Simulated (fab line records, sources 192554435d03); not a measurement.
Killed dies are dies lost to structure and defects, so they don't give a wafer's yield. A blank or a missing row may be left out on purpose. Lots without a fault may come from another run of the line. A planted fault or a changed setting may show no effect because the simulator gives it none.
fab line records | flow n5_finfet
record lots=7 wafers=21
route steps=1938 shown BEOL_M0_SAQP@676 BEOL_M0_CUTY@701 BEOL_M1@790 BEOL_M2@847 BEOL_M3@957
start_h: hours from the record's first day to the start of the lot's first wafer shown | wait_h: hours since the lot's step before | " the same as in the row above | L1.1+2: a row that stands for several wafers | - no value, or no start given | * or withheld: withheld | < > ~ a bound
route shown NAME@n: a module of which the file shows steps, and the number in the route of the first | usual: mean/standard deviation of fault-free wafers | same: alike in all rows | chamber/n: place in a boat | sites: the reading at each site | _std_site: their standard deviation | _edge_site: outer sites' mean less inner sites' | radius_mm: how far each site lies from the wafer's centre | mask NAME#n: copy n | behind: the tool/chamber that last shaped the wafer | hold: why the lot was held/for how many hours/how that ended | device: the transistor (n, p or np) that didn't switch | end of line: the same wafers' tests at the end of the route | a step without rows: its recipe alone | killed: dies lost to structure and defects at the first sort, not the wafer's yield | map: a wafer's dies, x killed, . not, _ none there
set.NAME: the setting as run; set.NAME@STEP: as run at that earlier step | model.NAME: the simulator's own value behind a step, which no gauge read
lots whose settings were changed on purpose; a table a step, a row a wafer
## steps
# step N5_BEOL_M0_SAQP_SPACER2_ALD_26
# recipe material=SiO2 target_thk_a=150 temp_c=300 ald_precursor_family=BDEAS ald_co_reactant=O2-plasma pulse_time_s=1 purge_time_s=2 co_reactant_purge_time_s=2 pressure_torr=2
# columns lot.wafer tool chamber start_h wait_h set.target_thk_a model.SiO2_of_BEOL_M0_SAQP_SPACER2_ALD_26.thk_nm
L075.1+3 ald_sin-03 0,2 118.69 1.6 150 15
L075.4 " 1 " " 150 15.2
L077.2+3 ald_sin-01 1,2 131.19 0.1 150 15
L077.6 " 1 " " 150 14.8
L078.2+4+5 ald_sin-03 2,1,0 134.39 0.1 150 15
L082.2+4+6 ald_sin-03 3,0,3 159.61 0.2 158.1 16
L084.1 ald_sin-02 2 173.79 0.1 150 15.2
L084.3 " 0 " " 150 15
L084.6 " 1 " " 167.1 16.6
L091.1 ald_sin-02 2 210.77 0.1 150 15.2
L091.2+3 " 3,1 " " 155.9 15.6
L095.3+6 ald_sin-03 3 239.09 0.3 150 15
L095.5 " 0 " " 150 15.2
# step N5_BEOL_M0_SAQP_SPACER2_ETCHBACK_27
# recipe chemistry=CHF3/O2 mode=anisotropic_etchback target=SiO2 target_depth_a=225 time_s=11.25 pressure_mtorr=30 source_w=650 bias_w=170 Ar_flow_sccm=200 CHF3_flow_sccm=50 O2_flow_sccm=5 ion_energy_ev=200
# step N5_BEOL_M0_SAQP_MANDREL2_REMOVE_110
# recipe chemistry=HBr/Cl2/O2 bt_time_s=10 target=a-Si stop_on=SiCN endpoint=OES-SiCl over_etch_frac=1 icp_w=600 bias_w=30 HBr_flow_sccm=150 Cl2_flow_sccm=80 O2_flow_sccm=5 pressure_mtorr=10
# columns lot.wafer tool chamber start_h wait_h set.target_thk_a@BEOL_M0_SAQP_SPACER2_ALD_26 model.BEOL_M0_SAQP.cd_nm model.SiO2_of_BEOL_M0_SAQP_SPACER2_ALD_26.thk_nm
L075.1 rie_si-06 2 119.33 0.1 150 15.2 10.6
L075.3 " 0 " " 150 15 10.6
L075.4 " 3 " " 150 15.2 10.8
L077.2 rie_si-06 3 131.88 0.1 150 15 10.6
L077.3 " 1 " " 150 14.8 10.6
L077.6 " 3 " " 150 14.8 10.4
L078.2+4 rie_si-06 1,3 135.13 0.1 150 15 10.6
L078.5 " 3 " " 150 15.2 10.6
L082.2+4+6 rie_si-02 3,3,2 160.25 0.1 158.1 16 11.6
L084.1 rie_si-01 2 174.49 0.1 150 15 10.6
L084.3 " 3 " " 150 15.2 10.6
L084.6 " 3 " " 167.1 16.8 12.2
L091.1 rie_si-01 2 211.50 0.1 150 15 10.8
L091.2+3 " 3,0 " " 155.9 15.6 11.2
L095.3+6 rie_si-06 1 239.85 0.1 150 15 10.6
L095.5 " 2 " " 150 15.2 10.8
# step N5_BEOL_M0_SAQP_CD_MEAS_29
# recipe target_cd_nm=14.4 landing_energy_ev=1000 detector=se_inlens
# usual cd_nm=15.05/0.25
# columns lot.wafer tool chamber start_h wait_h set.target_thk_a@BEOL_M0_SAQP_SPACER2_ALD_26 cd_nm
L075.1 cd_sem-01 0 119.44 0.1 150 15.27
L075.3 " 0 " " 150 15.04
L075.4 " 0 " " 150 14.89
L077.2 cd_sem-02 0 131.99 0.1 150 15.17
L077.3 " 0 " " 150 14.97
L077.6 " 0 " " 150 14.85
L078.2 cd_sem-02 0 135.24 0.1 150 15.29
L078.4 " 0 " " 150 14.87
L078.5 " 0 " " 150 15.13
L082.2 cd_sem-01 0 160.36 0.1 158.1 15.99
L082.4 " 0 " " 158.1 16.07
L082.6 " 0 " " 158.1 15.86
L084.1 cd_sem-03 0 174.60 0.1 150 14.97
L084.3 " 0 " " 150 15.24
L084.6 " 0 " " 167.1 16.70
L091.1 cd_sem-01 0 211.61 0.1 150 15.19
L091.2 " 0 " " 155.9 15.55
L091.3 " 0 " " 155.9 15.52
L095.3 cd_sem-02 0 239.97 0.1 150 14.87
L095.5 " 0 " " 150 15.50
L095.6 " 0 " " 150 14.92
# step N5_BEOL_M0_SAQP_COAT_69
# recipe resist=SOC temp_c=250 time_s=60 spin_rpm=1500 resist_thk_nm=90
# columns lot.wafer tool chamber start_h wait_h set.spin_rpm model.SOC_of_BEOL_M0_SAQP_COAT_69.thk_nm
L075.1+4 litho_track-04 0 119.47 0.0 1500 90.2
L075.3 " 0 " " 1593 87.4
L077.2+6 litho_track-03 0 132.03 0.0 1500 90.4
L077.3 " 0 " " 1500 90.2
L078.2 litho_track-03 0 135.28 0.0 1634 86.2
L078.4 " 0 " " 1500 90.4
L078.5 " 0 " " 1500 90.2
L082.2+4 litho_track-04 0 160.40 0.0 1500 89.6
L082.6 " 0 " " 1414 92.4
L084.1 litho_track-03 0 174.63 0.0 1620 87.2
L084.3 " 0 " " 1500 90.6
L084.6 " 0 " " 1620 87.4
L091.1 litho_track-03 0 211.64 0.0 1500 90
L091.2 " 0 " " 1500 89.8
L091.3 " 0 " " 1500 90.2
L095.3+6 litho_track-04 0 240.00 0.0 1500 90
L095.5 " 0 " " 1500 89.8
# step N5_BEOL_M0_SAQP_COAT_72
# recipe resist=SiARC temp_c=220 time_s=60 spin_rpm=1500 resist_thk_nm=15
# step N5_BEOL_M0_SAQP_COAT_87
# recipe resist=underlayer temp_c=205 time_s=60 spin_rpm=1500 resist_thk_nm=5
# step N5_BEOL_M0_SAQP_STRIP_89
# recipe chemistry=N2/H2 temp_c=40 n2_flow_sccm=200 h2_flow_sccm=200 rf_frequency_hz=6e+07
# step N5_BEOL_M0_SAQP_ALD_48
# recipe material=SiO2 target_thk_a=200 temp_c=100 ald_precursor_family=BDEAS ald_co_reactant=O2-plasma pulse_time_s=1 co_reactant_pulse_time_s=1 purge_time_s=2 co_reactant_purge_time_s=2 ald_cycles=139 pressure_torr=2
# step N5_BEOL_M0_SAQP_ETCH_49
# recipe chemistry=CF4/O2 target_depth_a=370 target=SiO2 pressure_mtorr=40 source_w=535 bias_w=49 Ar_flow_sccm=100 cf4_flow_sccm=100 O2_flow_sccm=10 ion_energy_ev=100
# columns lot.wafer tool chamber start_h wait_h set.spin_rpm@BEOL_M0_SAQP_COAT_69 model.SOC_of_BEOL_M0_SAQP_COAT_69.thk_nm
L075.1 rie_diel-01 3 120.89 0.4 1500 71
L075.3 " 1 " " 1593 67.6
L075.4 " 0 " " 1500 71.2
L077.2+6 rie_diel-02 2,0 133.25 0.3 1500 71.2
L077.3 " 0 " " 1500 70.8
L078.2 rie_diel-01 2 136.51 0.3 1634 67
L078.4 " 1 " " 1500 70.8
L078.5 " 2 " " 1500 71
L082.2 rie_diel-02 2 161.81 0.3 1500 70.4
L082.4 " 3 " " 1500 70.2
L082.6 " 2 " " 1414 73
L084.1 rie_diel-03 0 176.17 0.3 1620 68.2
L084.3 " 2 " " 1500 71.4
L084.6 " 3 " " 1620 67.8
L091.1 rie_diel-02 3 213.41 0.3 1500 71
L091.2+3 " 0,2 " " 1500 70.8
L095.3 rie_diel-02 2 241.32 0.4 1500 71
L095.5+6 " 2,3 " " 1500 70.8
# step N5_BEOL_M0_SAQP_STRIP_75
# recipe chemistry=CF4 resist=SiARC power_w=300 bias_power_w=75 pressure_mtorr=50 cf4_flow_sccm=150 rf_frequency_hz=6e+07
# step N5_BEOL_M0_CUTY_COAT_50
# recipe resist=SiARC temp_c=220 time_s=60 spin_rpm=1500 resist_thk_nm=15
# step N5_BEOL_M0_CUTY_DESCUM_61
# recipe chemistry=O2 time_s=7.9 source_power_w=50 bias_power_w=20 pressure_mtorr=20 rf_frequency_hz=2.712e+07 temp_c=40 resist=CAR-ArF-block o2_flow_sccm=225
# step N5_BEOL_M0_CUTY_ETCH_62
# recipe chemistry=CF4 target=SiARC mask_material=CAR-ArF-block time_s=58.5 ion_energy_ev=80 pressure_mtorr=40 source_w=545 bias_w=36 Ar_flow_sccm=100 cf4_flow_sccm=100 ends=cleared
# step N5_BEOL_M0_CUTY_ETCH_63
# recipe chemistry=N2/H2 target=SOC target_depth_a=827 overetch_a=165 mask_material=SiARC temp_c=40 ion_energy_ev=200 time_s=124 pressure_mtorr=30 source_w=840 bias_w=150 n2_flow_sccm=200 h2_flow_sccm=200
# columns lot.wafer tool chamber start_h wait_h set.spin_rpm@BEOL_M0_SAQP_COAT_69 model.etch.depth_nm
L075.1 rie_diel-06 3 121.82 0.0 1500 71.04
L075.3 " 2 " " 1593 67.67
L075.4 " 1 " " 1500 71.12
L077.2 rie_diel-06 0 133.79 0.0 1500 71.28
L077.3 " 2 " " 1500 70.72
L077.6 " 3 " " 1500 71.22
L078.2 rie_diel-04 3 137.11 0.0 1634 67.02
L078.4 " 2 " " 1500 70.88
L078.5 " 1 " " 1500 71.02
L082.2 rie_diel-06 1 162.51 0.0 1500 70.46
L082.4 " 3 " " 1500 70.26
L082.6 " 0 " " 1414 73.06
L084.1 rie_diel-05 0 176.78 0.0 1620 68.26
L084.3 " 1 " " 1500 71.45
L084.6 " 1 " " 1620 67.72
L091.1 rie_diel-06 0 214.07 0.0 1500 70.91
L091.2 " 2 " " 1500 70.76
L091.3 " 3 " " 1500 70.89
L095.3 rie_diel-06 3 241.99 0.0 1500 70.92
L095.5 " 2 " " 1500 70.72
L095.6 " 3 " " 1500 70.89
# step N5_BEOL_M1_ETCH_77
# recipe chemistry=N2/H2 target=underlayer target_depth_a=65 mask_material=CAR-EUV time_s=5.2 ion_energy_ev=200 pressure_mtorr=30 source_w=840 bias_w=150 n2_flow_sccm=200 h2_flow_sccm=200 ends=cleared
# usual rf_vpp_V=523.7/2.3
# columns lot.wafer tool chamber start_h wait_h set.source_w rf_vpp_V
L075.1 rie_diel-01 1 130.92 0.0 840 523.3
L075.3 " 0 " " 905.4 509.3
L075.4 " 3 " " 905.4 511.7
L077.2 rie_diel-03 3 141.59 0.0 840 521.5
L077.3 " 1 " " 840 525.8
L077.6 " 3 " " 840 520.8
L078.2 rie_diel-03 1 144.27 0.0 840 526.7
L078.4 " 3 " " 840 520.5
L078.5 " 3 " " 840 520.8
L082.2 rie_diel-02 0 171.44 0.0 787 537.8
L082.4 " 1 " " 840 522.4
L082.6 " 2 " " 787 533.9
L084.1 rie_diel-01 0 185.57 0.0 840 526.4
L084.3 " 2 " " 840 522.0
L084.6 " 3 " " 840 523.4
L091.1 rie_diel-01 2 221.84 0.0 840 523.9
L091.2 " 3 " " 840 524.1
L091.3 " 1 " " 840 521.3
L095.3 rie_diel-03 2 251.13 0.0 840 527.5
L095.5 " 1 " " 840 527.0
L095.6 " 0 " " 840 525.0
# step N5_BEOL_M1_TRENCH_ETCH_37
# recipe chemistry=C4F6/O2 target_depth_a=552.07 target=SiOC time_s=29 ion_energy_ev=250 pressure_mtorr=30 source_w=355 bias_w=185 Ar_flow_sccm=300 C4F6_flow_sccm=10 O2_flow_sccm=10
# columns lot.wafer tool chamber start_h wait_h set.time_s model.etch.depth_nm model.BEOL_M1.feature_depth_nm
L075.1 rie_diel-01 3 - - 29 52.54 52.6
L075.3 " 2 " " 29 55.76 55.8
L075.4 " 0 " " 29 56.14 56.2
L077.2 rie_diel-02 0 - - 30.93 57.93 58
L077.3 " 2 " " 30.93 59.55 59.6
L077.6 " 0 " " 29 54.29 54.2
L078.2 rie_diel-01 1 - - 29 56.04 56
L078.4 " 3 " " 29 52.44 52.4
L078.5 " 2 " " 29 55.67 55.6
L082.2 rie_diel-02 2 - - 33.55 65.21 65.2
L082.4 " 1 " " 29 56.43 56.4
L082.6 " 2 " " 29 56.38 56.4
L084.1 rie_diel-02 1 - - 29 56.74 56.8
L084.3 " 2 " " 29 57.16 57.2
L084.6 " 0 " " 29 54.92 55
L091.1 rie_diel-03 3 - - 22.98 43.82 43.8
L091.2 " 1 " " 22.98 42.52 42.6
L091.3 " 0 " " 29 53.29 53.2
L095.3 rie_diel-02 3 - - 29 53.34 53.4
L095.5 " 1 " " 29 55.33 55.4
L095.6 " 0 " " 29 53.62 53.6
# step N5_BEOL_M1_ETCH_41
# recipe chemistry=CH3F/O2 target=SiCN target_depth_a=319 taper_deg=2 time_s=57.8 ion_energy_ev=120 mask_material=TiN pressure_mtorr=30 source_w=395 bias_w=75 Ar_flow_sccm=150 CH3F_flow_sccm=30 O2_flow_sccm=20
# step N5_BEOL_M1_STRIP_97
# recipe chemistry=N2/H2 time_s=10 power_w=450 temp_c=40 pressure_mtorr=20 rf_frequency_hz=6e+07 bias_power_w=7 n2_flow_sccm=200 h2_flow_sccm=200
# step N5_BEOL_M1_OCD_MEAS_38
# usual trench_depth_nm=55.1/1.4
# columns lot.wafer tool chamber start_h wait_h set.time_s@BEOL_M1_TRENCH_ETCH_37 trench_depth_nm
L075.1 ocd-02 - 135.07 - 29 52.7
L075.3 " - " " 29 56.3
L075.4 " - " " 29 56.2
L077.2 ocd-02 - 142.89 - 30.93 58.3
L077.3 " - " " 30.93 59.7
L077.6 " - " " 29 54.0
L078.2 ocd-01 - 147.62 - 29 55.8
L078.4 " - " " 29 52.1
L078.5 " - " " 29 55.1
L082.2 ocd-02 - 174.43 - 33.55 65.6
L082.4 " - " " 29 56.7
L082.6 " - " " 29 56.4
L084.1 ocd-01 - 193.30 - 29 57.1
L084.3 " - " " 29 57.2
L084.6 " - " " 29 55.1
L091.1 ocd-01 - 227.78 - 22.98 44.1
L091.2 " - " " 22.98 42.7
L091.3 " - " " 29 53.2
L095.3 ocd-02 - 259.20 - 29 53.2
L095.5 " - " " 29 55.2
L095.6 " - " " 29 53.9
# step N5_BEOL_M2_COAT_73
# recipe resist=underlayer temp_c=205 time_s=60 spin_rpm=1500 resist_thk_nm=5
# columns lot.wafer tool chamber start_h wait_h set.spin_rpm
L075.1+3 litho_track-02 0 - - 1361
L075.4 " 0 " " 1500
L077.2 litho_track-03 0 - - 1500
L077.3+6 " 0 " " 1426
L078.2+5 litho_track-02 0 - - 1500
L078.4 " 0 " " 1445
L082.2+4+6 litho_track-02 0 - - 1500
L084.1 litho_track-04 0 - - 1500
L084.3+6 " 0 " " 1629
L091.1 litho_track-04 0 - - 1500
L091.2+3 " 0 " " 1542
L095.3+5+6 litho_track-03 0 - - 1500
# step N5_BEOL_M2_ETCH_74
# recipe chemistry=N2/H2 target=underlayer target_depth_a=65 mask_material=CAR-EUV time_s=5.2 ion_energy_ev=200 pressure_mtorr=30 source_w=840 bias_w=150 n2_flow_sccm=200 h2_flow_sccm=200 ends=cleared
# usual etch_rf_on_time_s=5.18/0.18 rf_vpp_V=525.0/2.2
# columns lot.wafer tool chamber start_h wait_h set.source_w set.spin_rpm@BEOL_M2_COAT_73 etch_rf_on_time_s rf_vpp_V model.etch.depth_nm
L075.1 rie_diel-05 0 141.19 0.0 840 1361 5.35 524.7 5.272
L075.3 " 2 " " 840 1361 5.26 526.1 5.267
L075.4 " 1 " " 840 1500 5.23 526.6 5.034
L077.2 rie_diel-05 3 148.56 0.0 723.3 1500 5.91 553.8 5.044
L077.3 " 2 " " 840 1426 5.26 526.2 5.179
L077.6 " 3 " " 723.3 1426 6.08 555.7 5.182
L078.2 rie_diel-04 2 153.05 0.0 840 1500 5.36 526.2 4.996
L078.4 " 0 " " 840 1445 5.02 521.4 5.083
L078.5 " 1 " " 733.8 1500 5.93 551.4 5.002
L082.2 rie_diel-04 1 182.89 0.0 884.1 1500 5.03 516.2 5.006
L082.4 " 2 " " 884.1 1500 5.20 517.5 5.02
L082.6 " 1 " " 840 1500 5.20 525.7 5.003
L084.1 rie_diel-05 3 198.64 0.0 840 1500 5.15 527.8 5.016
L084.3 " 1 " " 840 1629 4.87 525.4 4.806
L084.6 " 2 " " 886.8 1629 4.57 518.8 4.805
L091.1 rie_diel-06 2 233.62 0.0 965.4 1500 4.50 502.7 5.036
L091.2 " 3 " " 840 1542 4.93 524.2 4.939
L091.3 " 0 " " 840 1542 5.33 522.5 4.944
L095.3 rie_diel-06 0 266.52 0.0 840 1500 5.41 523.7 4.996
L095.5 " 2 " " 840 1500 4.99 526.0 4.987
L095.6 " 3 " " 840 1500 4.94 523.9 4.994
# step N5_BEOL_M3_COAT_67
# recipe resist=SOC temp_c=250 time_s=60 spin_rpm=1500 resist_thk_nm=60
# columns lot.wafer tool chamber start_h wait_h set.spin_rpm model.SOC_of_BEOL_M3_COAT_67.thk_nm
L075.1 litho_track-01 0 148.83 0.0 1500 59.4
L075.3 " 0 " " 1423 61.4
L075.4 " 0 " " 1423 61.2
L077.2 litho_track-05 0 161.41 0.0 1573 58.4
L077.3 " 0 " " 1500 59.6
L077.6 " 0 " " 1500 59.8
L078.2 litho_track-01 0 164.82 0.0 1500 60.2
L078.4+5 " 0 " " 1360 63
L082.2 litho_track-01 0 195.00 0.0 1500 59.8
L082.4 " 0 " " 1500 60
L082.6 " 0 " " 1548 59
L084.1+6 litho_track-05 0 207.54 0.0 1397 62.2
L084.3 " 0 " " 1500 60.2
L091.1+3 litho_track-01 0 244.96 0.0 1500 60.2
L091.2 " 0 " " 1500 60.4
L095.3+5+6 litho_track-02 0 275.63 0.0 1500 60.2
## key
split step=N5_BEOL_M0_SAQP_SPACER2_ALD_26 setting=target_thk_a stated=150 by=wafer
response step=N5_BEOL_M0_SAQP_SPACER2_ALD_26 reading=model.SiO2_of_BEOL_M0_SAQP_SPACER2_ALD_26.thk_nm change=+0.128 per=1% r=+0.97
response step=N5_BEOL_M0_SAQP_MANDREL2_REMOVE_110 reading=model.BEOL_M0_SAQP.cd_nm change=+0.149 per=1% r=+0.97
response step=N5_BEOL_M0_SAQP_MANDREL2_REMOVE_110 reading=model.SiO2_of_BEOL_M0_SAQP_SPACER2_ALD_26.thk_nm change=+0.136 per=1% r=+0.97
response step=N5_BEOL_M0_SAQP_CD_MEAS_29 reading=cd_nm change=+0.135 per=1% r=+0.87
split step=N5_BEOL_M0_SAQP_COAT_69 setting=spin_rpm stated=1500 by=wafer
response step=N5_BEOL_M0_SAQP_COAT_69 reading=model.SOC_of_BEOL_M0_SAQP_COAT_69.thk_nm change=-0.448 per=1% r=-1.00
response step=N5_BEOL_M0_SAQP_ETCH_49 reading=model.SOC_of_BEOL_M0_SAQP_COAT_69.thk_nm change=-0.461 per=1% r=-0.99
response step=N5_BEOL_M0_CUTY_ETCH_63 reading=model.etch.depth_nm change=-0.462 per=1% r=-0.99
split step=N5_BEOL_M1_ETCH_77 setting=source_w stated=840 by=wafer
response step=N5_BEOL_M1_ETCH_77 reading=rf_vpp_V change=-1.84 per=1% r=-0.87
split step=N5_BEOL_M1_TRENCH_ETCH_37 setting=time_s stated=29 by=wafer
response step=N5_BEOL_M1_TRENCH_ETCH_37 reading=model.etch.depth_nm change=+0.524 per=1% r=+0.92
response step=N5_BEOL_M1_TRENCH_ETCH_37 reading=model.BEOL_M1.feature_depth_nm change=+0.522 per=1% r=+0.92
response step=N5_BEOL_M1_OCD_MEAS_38 reading=trench_depth_nm change=+0.521 per=1% r=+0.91
split step=N5_BEOL_M2_COAT_73 setting=spin_rpm stated=1500 by=wafer
response step=N5_BEOL_M2_ETCH_74 reading=model.etch.depth_nm change=-0.0255 per=1% r=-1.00
split step=N5_BEOL_M2_ETCH_74 setting=source_w stated=840 by=wafer
response step=N5_BEOL_M2_ETCH_74 reading=etch_rf_on_time_s change=* per=1% r=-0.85
response step=N5_BEOL_M2_ETCH_74 reading=rf_vpp_V change=-1.8 per=1% r=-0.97
split step=N5_BEOL_M3_COAT_67 setting=spin_rpm stated=1500 by=wafer
response step=N5_BEOL_M3_COAT_67 reading=model.SOC_of_BEOL_M3_COAT_67.thk_nm change=-0.302 per=1% r=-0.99
